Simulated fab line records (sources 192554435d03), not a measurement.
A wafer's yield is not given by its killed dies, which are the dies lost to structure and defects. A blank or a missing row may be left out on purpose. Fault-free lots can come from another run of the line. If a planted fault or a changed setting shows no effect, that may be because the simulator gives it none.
Which tool was responsible?    flow n5-finfet    10 lots, 27 wafers sampled, at 5 steps of a route of 1938

## WHAT EACH GAUGE READ, for each wafer
N5_BEOL_M4_RC_MEAS_101. Usual: DIBL_N 35.8 mV/V, standard deviation 1.5; DIBL_P 35.9 mV/V, standard deviation 1.8; IOFF_N 0.152 nA/um, standard deviation 0.025; IOFF_P 0.21 nA/um, standard deviation 0.031; ION_N 672 uA/um, standard deviation 11; ION_P 462 uA/um, standard deviation 7.4; SS_N 71.5 mV/dec, standard deviation 0.52; SS_P 73.2 mV/dec, standard deviation 0.54; VT_N 250 mV, standard deviation 3; VT_P -250 mV, standard deviation 3.3.
lot   measured      on         DIBL_N (mV/V)   DIBL_P (mV/V)   IOFF_N (nA/um)     IOFF_P (nA/um)  ION_N (uA/um)  ION_P (uA/um)  SS_N (mV/dec)   SS_P (mV/dec)   VT_N (mV)    VT_P (mV)       flag
L812  day 8 10:56   prober-02  37.5 38.5 35.5  36.4 38.3 34.8  0.161 0.195 0.131  0.23 0.27 0.20  675 690 665    467 474 465    71.4 72.0 71.7  73.3 73.9 73.3  249 244 251  -247 -245 -248  
L816  day 10 03:01  prober-02  36.8 37.5       38.6 38.5       0.155 0.170        0.19 0.20       678 676        459 463        71.0 70.9       73.4 73.9       252 251      -252 -254       
L819  day 10 14:59  prober-01  35.9 36.2 35.8  35.9 36.9 36.0  0.158 0.169 0.161  0.21 0.23 0.21  673 684 685    464 469 466    71.3 71.0 70.9  72.6 73.7 73.8  248 248 248  -245 -248 -251  
L821  day 11 00:23  prober-02  36.5 35.9       35.2 34.6       0.167 0.151        0.21 0.20       681 670        466 462        72.1 70.9       72.9 73.4       251 250      -246 -248       
L822  day 10 20:46  prober-01  37.1 34.2 35.5  37.8 34.8 36.5  0.177 0.128 0.145  0.23 0.18 0.20  667 677 672    458 467 459    71.3 71.8 71.3  74.7 73.7 74.1  248 252 251  -248 -250 -253  
L828  day 12 07:54  prober-02  35.5 34.3 34.1  37.1 37.2 36.0  0.182 0.175 0.154  0.24 0.24 0.21  682 694 675    460 471 460    71.9 71.1 71.2  73.3 72.5 72.7  247 245 250  -247 -250 -248  
L827  day 12 20:54  prober-01  34.6 36.3 35.0  35.8 37.8 36.7  0.160 0.185 0.175  0.20 0.24 0.22  672 692 701    456 470 472    71.6 71.3 71.0  73.2 73.8 73.5  247 245 246  -250 -250 -250  
L830  day 13 01:29  prober-01  34.0 33.5 34.8  34.4 34.2 36.0  0.141 0.127 0.159  0.21 0.20 0.24  664 648 689    463 457 473    72.0 70.8 71.4  73.1 72.4 73.4  252 253 249  -247 -247 -246  
L832  day 13 15:20  prober-01  36.0 35.9 35.4  35.4 35.9 35.1  0.146 0.154 0.144  0.22 0.23 0.21  676 678 693    467 466 468    71.5 71.8 71.3  73.1 73.0 72.4  251 246 251  -249 -248 -248  
L833  day 14 09:00  prober-02  35.6 35.0       35.7 34.9       0.151 0.137        0.21 0.19       666 675        465 472        71.9 71.3       73.4 72.8       251 256      -251 -253       

## TOOL THAT RAN EACH LOT (tool first, then ch and the chambers of the sampled wafers, then the start)
lot   N5_BEOL_M2_CMP_52              N5_BEOL_M2_CO_CAP_55              N5_BEOL_M2_DEP_57                N5_BEOL_M3_ETCH_74
L812  cmp-04 ch 1,3, day 7 12:22     cvd-co-01 ch 0,2, day 7 12:43     pecvd-01 ch 0,2, day 7 12:49     rie-diel-01 ch 0,2, day 7 14:25
L816  cmp-02 ch 0,1, day 9 04:27     cvd-co-02 ch 0,2, day 9 04:43     pecvd-03 ch 1,2, day 9 04:49     rie-diel-05 ch 2,3, day 9 06:45
L819  cmp-04 ch 1,2,3, day 9 10:25   cvd-co-02 ch 1,2, day 9 10:58     pecvd-01 ch 0,1,2, day 9 11:07   rie-diel-05 ch 0,2,3, day 9 13:40
L821  cmp-03 ch 1,3, day 9 14:59     cvd-co-01 ch 0,2, day 9 15:17     pecvd-02 ch 0,1, day 9 15:23     rie-diel-01 ch 2,3, day 9 16:38
L822  cmp-02 ch 1,2,3, day 9 19:10   cvd-co-02 ch 0,1, day 9 19:30     pecvd-01 ch 1,2, day 9 19:38     rie-diel-05 ch 0,1,2, day 9 21:05
L828  cmp-02 ch 1,2,3, day 11 07:08  cvd-co-01 ch 0,1,2, day 11 07:25  pecvd-03 ch 0,1,2, day 11 07:31  rie-diel-05 ch 0,1, day 11 12:17
L827  cmp-02 ch 0,1,2, day 11 15:44  cvd-co-01 ch 0,1, day 11 16:07    pecvd-02 ch 0,1, day 11 16:14    rie-diel-06 ch 0,3, day 11 17:46
L830  cmp-02 ch 1,3, day 12 02:04    cvd-co-02 ch 1,2, day 12 02:26    pecvd-02 ch 0,2, day 12 02:34    rie-diel-05 ch 0,3, day 12 04:12
L832  cmp-03 ch 0,2, day 12 18:08    cvd-co-01 ch 0,1,2, day 12 18:39  pecvd-02 ch 0,2, day 12 18:46    rie-diel-01 ch 2,3, day 12 21:37
L833  cmp-02 ch 0,1, day 13 03:32    cvd-co-02 ch 1,2, day 13 03:54    pecvd-02 ch 1, day 13 04:01      rie-diel-01 ch 2,3, day 13 05:37
- N5_BEOL_M2_CMP_52: polishes, stops on SiOC, t overpolish 6.8 s, target thk 40 nm.
- N5_BEOL_M2_CO_CAP_55: material Co, precursor CCTBA/H2, target thk 2 nm, time 102.1 s.
- N5_BEOL_M2_DEP_57: deposits SiCN from 3MS/NH3, target thk 8 nm, time 14 s.
- N5_BEOL_M3_ETCH_74: etches underlayer in N2/H2, target depth 6.5 nm, time 5.2 s.

## WHAT THE TOOLS THEMSELVES READ (means of the sampled wafers that have a number; where no wafer has one, the mark that the record gives instead)
N5_BEOL_M2_CMP_52. Usual: barrier-field-endpoint-s 24.3 s, standard deviation 0.62; clearing-platen-rpm 50.002 rpm, standard deviation 0.029; motor-current-A 5.8 A, standard deviation 0.72; overpolish-run-s 6.800 s, standard deviation 0.0095; time-to-endpoint-s 60.9 s, standard deviation 2.8.
lot   tool    barrier-field-endpoint-s (s)  clearing-platen-rpm (rpm)  motor-current-A (A)  overpolish-run-s (s)  time-to-endpoint-s (s)  flag
L812  cmp-04  24.3                          50.002                     6.0                  6.805                 60.4                    
L816  cmp-02  24.5                          49.999                     5.7                  6.803                 58.9                    
L819  cmp-04  24.6                          50.018                     5.9                  6.797                 61.8                    
L821  cmp-03  25.1                          49.988                     6.0                  6.803                 63.3                    
L822  cmp-02  23.6                          50.002                     5.8                  6.802                 60.0                    
L828  cmp-02  25.1                          50.031                     5.6                  6.793                 60.6                    
L827  cmp-02  25.2                          50.002                     5.3                  6.801                 63.1                    
L830  cmp-02  25.1                          49.996                     5.7                  6.808                 61.9                    
L832  cmp-03  23.8                          49.951                     5.8                  6.804                 61.0                    
L833  cmp-02  24.1                          50.008                     5.5                  6.795                 61.0                    

N5_BEOL_M2_CO_CAP_55. Usual: heater-power-outer-w 122 W, standard deviation 12; heater-power-w 235 W, standard deviation 26.
lot   tool       heater-power-outer-w (W)  heater-power-w (W)  flag
L812  cvd-co-01  118                       233                 
L816  cvd-co-02  117                       210                 
L819  cvd-co-02  127                       231                 
L821  cvd-co-01  116                       232                 
L822  cvd-co-02  138                       259                 
L828  cvd-co-01  116                       232                 
L827  cvd-co-01  118                       230                 
L830  cvd-co-02  137                       265                 
L832  cvd-co-01  116                       233                 
L833  cvd-co-02  134                       247                 

N5_BEOL_M2_DEP_57. Usual: showerhead-plenum-p-Torr 3.670 Torr, standard deviation 0.011; throttle-valve-pct 9.4 %, standard deviation 0.62.
lot   tool      showerhead-plenum-p-Torr (Torr)  throttle-valve-pct (%)  flag
L812  pecvd-01  3.683                            9.4                     
L816  pecvd-03  3.675                            8.7                     
L819  pecvd-01  3.680                            9.7                     
L821  pecvd-02  3.672                            9.6                     
L822  pecvd-01  3.676                            10.0                    
L828  pecvd-03  3.668                            8.8                     
L827  pecvd-02  3.679                            9.4                     
L830  pecvd-02  3.662                            9.5                     
L832  pecvd-02  3.664                            9.5                     
L833  pecvd-02  3.672                            9.0                     

N5_BEOL_M3_ETCH_74. Usual: bias-w is 150.0 W with standard deviation 0.42, drypump-motor-current-A is 5.64 A with standard deviation 0.3, etch-rf-on-time-s is 5.19 s with standard deviation 0.12, oes-product-au is 0.67 a.u. with standard deviation 0.079, rf-vpp-V is 524.8 V with standard deviation 1.9, showerhead-plenum-p-Torr is 2.57 Torr with standard deviation 0.056, and throttle-valve-pct is 17.90 % with standard deviation 0.22.
lot   tool         bias-w (W)  drypump-motor-current-A (A)  etch-rf-on-time-s (s)  oes-product-au (a.u.)  rf-vpp-V (V)  showerhead-plenum-p-Torr (Torr)  throttle-valve-pct (%)  flag
L812  rie-diel-01  150.1       5.82                         5.28                   0.72                   524.7         2.58                             17.93                   
L816  rie-diel-05  149.9       5.54                         5.17                   0.66                   524.4         2.54                             17.98                   
L819  rie-diel-05  150.0       5.71                         5.16                   0.65                   525.4         2.57                             17.93                   
L821  rie-diel-01  149.8       5.51                         5.16                   0.60                   524.5         2.57                             17.77                   
L822  rie-diel-05  149.9       5.63                         5.10                   0.69                   524.5         2.60                             17.87                   
L828  rie-diel-05  150.2       5.54                         6.70                   0.58                   525.3         2.60                             17.78                   OFF
L827  rie-diel-06  150.1       5.68                         5.27                   0.63                   524.2         2.58                             18.03                   
L830  rie-diel-05  149.8       5.70                         7.02                   0.52                   524.0         2.54                             17.92                   OFF
L832  rie-diel-01  150.1       5.42                         5.10                   0.76                   523.7         2.54                             17.62                   
L833  rie-diel-01  149.7       5.52                         5.16                   0.73                   523.7         2.55                             17.65                   

## THE ANSWER, worked out from the rows above alone
Rule: a lot is off if the mean of its wafers that have a number lies more than 3 standard deviations from the usual mean. A lot without any number at a reading at which 4 lots or more have one is off too. The other lots that the step has rows for count as sound. After the gauges, taken in route order, come the tools' own readings; for these a lot's mean is taken, as printed above. At the first step where some lot is off, the reading lying furthest off is the one used; lots without a number count as furthest.
Off: L828, L830, at N5_BEOL_M3_ETCH_74 (etch-rf-on-time-s).
If a tool, at that step or one of the process steps before it, ran each lot that is off and ran no sound lot following the first of them, it fits. One candidate fits, namely rie-diel-05 at N5_BEOL_M3_ETCH_74. A fault onset in the window from L822 (day 9 21:05, its last sound lot) to L828 (day 11 12:17, its first lot off) fits.
On the lots that are off, the tool's own readings at N5_BEOL_M3_ETCH_74 differ by more than 5 times the standard deviation of the sound lots' means, which bears it out; etch-rf-on-time-s reads 6.86 s there versus 5.17 s on the sound lots.

## WHAT THE SIMULATOR PUT IN
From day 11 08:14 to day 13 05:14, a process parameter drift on rie-diel-05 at N5_BEOL_M3_ETCH_74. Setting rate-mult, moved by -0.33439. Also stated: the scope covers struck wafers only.
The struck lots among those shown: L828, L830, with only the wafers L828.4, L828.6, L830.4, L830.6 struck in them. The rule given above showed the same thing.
